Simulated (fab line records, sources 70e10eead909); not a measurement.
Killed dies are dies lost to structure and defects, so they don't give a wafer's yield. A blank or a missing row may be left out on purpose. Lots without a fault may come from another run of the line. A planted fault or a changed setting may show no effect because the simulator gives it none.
Which tool did it? | flow nand_harc | 12 lots, 36 wafers sampled, at 5 steps of a route of 1159

WHAT THE GAUGES READ, wafer by wafer
NHARC_END_SORT_01. Usual: killed_at_array 31, standard deviation 11; killed_at_other 0.5, standard deviation 0.78; killed_at_periphery 3.0, standard deviation 2; killed_dies 34, standard deviation 12; killed_open 3.2, standard deviation 2; killed_short 1.9, standard deviation 1.6.
lot  | measured     | on        | killed_at_array | killed_at_other | killed_at_periphery | killed_dies | killed_open | killed_short | flag
L450 | day 23 13:37 | prober-02 | 94 74 96        | 0 0 0           | 3 2 3               | 97 76 99    | 2 1 3       | 0 2 0        | OFF
L452 | day 24 04:29 | prober-01 | 75 65 55        | 0 0 0           | 1 1 2               | 76 66 57    | 1 4 3       | 5 1 2        | OFF

WHICH TOOL RAN EACH LOT (tool, then ch and the chambers of the sampled wafers, then the start)
lot  | NHARC_A_STAIRCASE_DEP_301       | NHARC_THIN_TSV_DESCUM_14           | NHARC_THIN_TSV_DEP_47           | NHARC_THIN_TSV_PRE_CLEAN_54
L434 | pecvd-04 ch 0,1, day 11 14:20   | rie_diel-08 ch 0,1,3, day 19 00:22 | pecvd-04 ch 0,1, day 19 02:02   | pvd_sputter-01, day 19 05:02
L433 | pecvd-04 ch 1,2, day 11 20:50   | rie_diel-10 ch 1,2, day 19 01:27   | pecvd-02 ch 0,2, day 19 03:08   | pvd_sputter-01, day 19 06:11
L436 | pecvd-01 ch 0,1, day 12 10:17   | rie_diel-08 ch 1,2, day 19 03:49   | pecvd-02 ch 1,2, day 19 05:32   | pvd_sputter-01, day 19 08:31
L437 | pecvd-04 ch 0,2, day 12 17:48   | rie_diel-08 ch 0,3, day 19 12:09   | pecvd-02 ch 0,1,2, day 19 14:03 | pvd_sputter-01, day 19 17:05
L439 | pecvd-01 ch 1,2, day 13 06:46   | rie_diel-07 ch 2,3, day 20 11:01   | pecvd-01 ch 0,1,2, day 20 12:44 | pvd_sputter-02, day 20 15:42
L438 | pecvd-01 ch 0,1,2, day 13 07:31 | rie_diel-07 ch 0,1,2, day 20 12:05 | pecvd-02 ch 0,1,2, day 20 13:46 | pvd_sputter-02, day 20 17:07
L441 | pecvd-04 ch 0,1, day 13 23:22   | rie_diel-08 ch 0,3, day 20 15:19   | pecvd-01 ch 0,1,2, day 20 17:07 | pvd_sputter-03, day 20 20:16
L443 | pecvd-01 ch 0,2, day 14 09:27   | rie_diel-10 ch 0,1, day 20 23:45   | pecvd-01 ch 1,2, day 21 01:34   | pvd_sputter-01, day 21 04:41
L444 | pecvd-01 ch 0,1,2, day 14 23:58 | rie_diel-07 ch 0,3, day 21 14:59   | pecvd-01 ch 0,1,2, day 21 17:13 | pvd_sputter-02, day 21 20:14
L448 | pecvd-01 ch 0,2, day 15 11:32   | rie_diel-07 ch 0,1,3, day 22 21:46 | pecvd-01 ch 0,1,2, day 22 23:55 | pvd_sputter-02, day 23 02:56
L450 | pecvd-01 ch 0,1,2, day 15 17:10 | rie_diel-10 ch 0,1,2, day 22 23:07 | pecvd-04 ch 0,1,2, day 23 00:47 | pvd_sputter-02, day 23 04:04
L452 | pecvd-01 ch 1,2, day 16 11:35   | rie_diel-07 ch 0,1,2, day 23 04:34 | pecvd-02 ch 0,1,2, day 23 06:13 | pvd_sputter-02, day 23 10:10
- NHARC_A_STAIRCASE_DEP_301: deposits SiON, target thk 30 nm.
- NHARC_THIN_TSV_DESCUM_14: chemistry O2, time 3 s.
- NHARC_THIN_TSV_DEP_47: deposits SiO2, target thk 200 nm.
- NHARC_THIN_TSV_PRE_CLEAN_54: time 30 s.

WHAT THE TOOLS THEMSELVES READ (means of the sampled wafers that have a number; where no wafer has one, the mark that the record gives instead)
NHARC_A_STAIRCASE_DEP_301. Usual: chamber_pressure_Torr 3.501 Torr, standard deviation 0.0077; heater_power_outer_w 504 W, standard deviation 71; heater_power_w 817 W, standard deviation 110; rf_fwd_power_W 348.5 W, standard deviation 1.2.
lot  | tool     | chamber_pressure_Torr (Torr) | heater_power_outer_w (W) | heater_power_w (W) | rf_fwd_power_W (W) | flag
L434 | pecvd-04 | 3.502                        | 459                      | 741                | 349.4              |
L433 | pecvd-04 | 3.501                        | 391                      | 679                | 348.8              |
L436 | pecvd-01 | 3.498                        | 486                      | 800                | 348.6              |
L437 | pecvd-04 | 3.501                        | 452                      | 707                | 348.6              |
L439 | pecvd-01 | 3.492                        | 562                      | 873                | 348.4              |
L438 | pecvd-01 | 3.493                        | 518                      | 834                | 348.3              |
L441 | pecvd-04 | 3.509                        | 465                      | 754                | 349.2              |
L443 | pecvd-01 | 3.499                        | 591                      | 930                | 348.2              |
L444 | pecvd-01 | 3.496                        | 529                      | 868                | 348.6              |
L448 | pecvd-01 | 3.502                        | 632                      | 1018               | 349.3              |
L450 | pecvd-01 | 3.496                        | 582                      | 922                | 348.3              |
L452 | pecvd-01 | 3.505                        | 586                      | 894                | 348.2              |

NHARC_THIN_TSV_DESCUM_14. Usual: drypump_motor_current_A 5.9 A, standard deviation 0.5; oes_product_au 1.003 a.u., standard deviation 0.014; rf_vpp_V 57.7 V, standard deviation 0.86; showerhead_plenum_p_Torr 1.92 Torr, standard deviation 0.086; throttle_valve_pct 11.309 %, standard deviation 0.0096.
lot  | tool        | drypump_motor_current_A (A) | oes_product_au (a.u.) | rf_vpp_V (V) | showerhead_plenum_p_Torr (Torr) | throttle_valve_pct (%) | flag
L434 | rie_diel-08 | 5.5                         | 0.991                 | 57.1         | 1.86                            | 11.311                 |
L433 | rie_diel-10 | 6.0                         | 1.015                 | 58.7         | 2.01                            | 11.313                 |
L436 | rie_diel-08 | 5.6                         | 1.000                 | 57.8         | 1.88                            | 11.299                 |
L437 | rie_diel-08 | 5.6                         | 1.006                 | 58.0         | 1.87                            | 11.310                 |
L439 | rie_diel-07 | 6.5                         | 1.002                 | 57.6         | 1.85                            | 11.292                 |
L438 | rie_diel-07 | 6.1                         | 1.012                 | 57.7         | 1.97                            | 11.305                 |
L441 | rie_diel-08 | 5.6                         | 0.993                 | 57.9         | 1.90                            | 11.313                 |
L443 | rie_diel-10 | 6.1                         | 1.008                 | 57.2         | 1.84                            | 11.311                 |
L444 | rie_diel-07 | 6.2                         | 0.999                 | 57.0         | 1.89                            | 11.311                 |
L448 | rie_diel-07 | 5.9                         | 1.014                 | 58.3         | 1.95                            | 11.307                 |
L450 | rie_diel-10 | 6.0                         | 1.017                 | 58.6         | 1.93                            | 11.321                 |
L452 | rie_diel-07 | 6.0                         | 1.013                 | 57.0         | 1.96                            | 11.321                 |

NHARC_THIN_TSV_DEP_47. Usual: chamber_pressure_Torr 6.498 Torr, standard deviation 0.015; flow_sccm 2650 sccm, standard deviation 7.8; rf_fwd_power_W 898.2 W, standard deviation 2.6; throttle_valve_pct 16.1 %, standard deviation 0.46.
lot  | tool     | chamber_pressure_Torr (Torr) | flow_sccm (sccm) | rf_fwd_power_W (W) | throttle_valve_pct (%) | flag
L434 | pecvd-04 | 6.493                        | 2646             | 898.4              | 15.7                   |
L433 | pecvd-02 | 6.499                        | 2639             | 900.1              | 16.6                   |
L436 | pecvd-02 | 6.506                        | 2648             | 896.6              | 16.7                   |
L437 | pecvd-02 | 6.497                        | 2654             | 898.3              | 16.2                   |
L439 | pecvd-01 | 6.490                        | 2652             | 900.5              | 16.0                   |
L438 | pecvd-02 | 6.500                        | 2646             | 896.2              | 16.3                   |
L441 | pecvd-01 | 6.496                        | 2647             | 896.6              | 15.9                   |
L443 | pecvd-01 | 6.495                        | 2650             | 894.0              | 16.4                   |
L444 | pecvd-01 | 6.500                        | 2650             | 898.0              | 16.1                   |
L448 | pecvd-01 | 6.504                        | 2651             | 900.3              | 16.2                   |
L450 | pecvd-04 | 6.500                        | 2645             | 897.0              | 15.9                   |
L452 | pecvd-02 | 6.492                        | 2651             | 898.9              | 16.1                   |

NHARC_THIN_TSV_PRE_CLEAN_54. Usual: heater_power_w 410 W, standard deviation 50.
lot  | tool           | heater_power_w (W) | flag
L434 | pvd_sputter-01 | 371                |
L433 | pvd_sputter-01 | 389                |
L436 | pvd_sputter-01 | 368                |
L437 | pvd_sputter-01 | 391                |
L439 | pvd_sputter-02 | 443                |
L438 | pvd_sputter-02 | 451                |
L441 | pvd_sputter-03 | 381                |
L443 | pvd_sputter-01 | 376                |
L444 | pvd_sputter-02 | 407                |
L448 | pvd_sputter-02 | 401                |
L450 | pvd_sputter-02 | 472                |
L452 | pvd_sputter-02 | 480                |

THE ANSWER, worked out from the rows above alone
Rule: a lot is off if the mean of its wafers that have a number lies more than 3 standard deviations from the usual mean. A lot without any number at a reading at which 4 lots or more have one is off too. The other lots that the step has rows for count as sound. The gauges are gone through in route order, then the tools' own readings, and for those a lot's mean is taken as printed above. The first step at which some lot is off is used, and at that step the reading that is off furthest; a lot without a number counts as furthest.
Off: L450, L452, at NHARC_END_SORT_01 (killed_at_array). Neither off nor sound, because the step has no rows for them: L434, L433, L436, L437, L439, L438, L441, L443, L444, L448.
A tool fits if, at a process step before that reading, it ran every lot that is off, and no sound lot after the first of them. The gauges at NHARC_END_SORT_01 are tried like those tools. Can't be told from this: 2 tools fit, pecvd-01 at NHARC_A_STAIRCASE_DEP_301, pvd_sputter-02 at NHARC_THIN_TSV_PRE_CLEAN_54.

WHAT THE SIMULATOR HAD PUT IN
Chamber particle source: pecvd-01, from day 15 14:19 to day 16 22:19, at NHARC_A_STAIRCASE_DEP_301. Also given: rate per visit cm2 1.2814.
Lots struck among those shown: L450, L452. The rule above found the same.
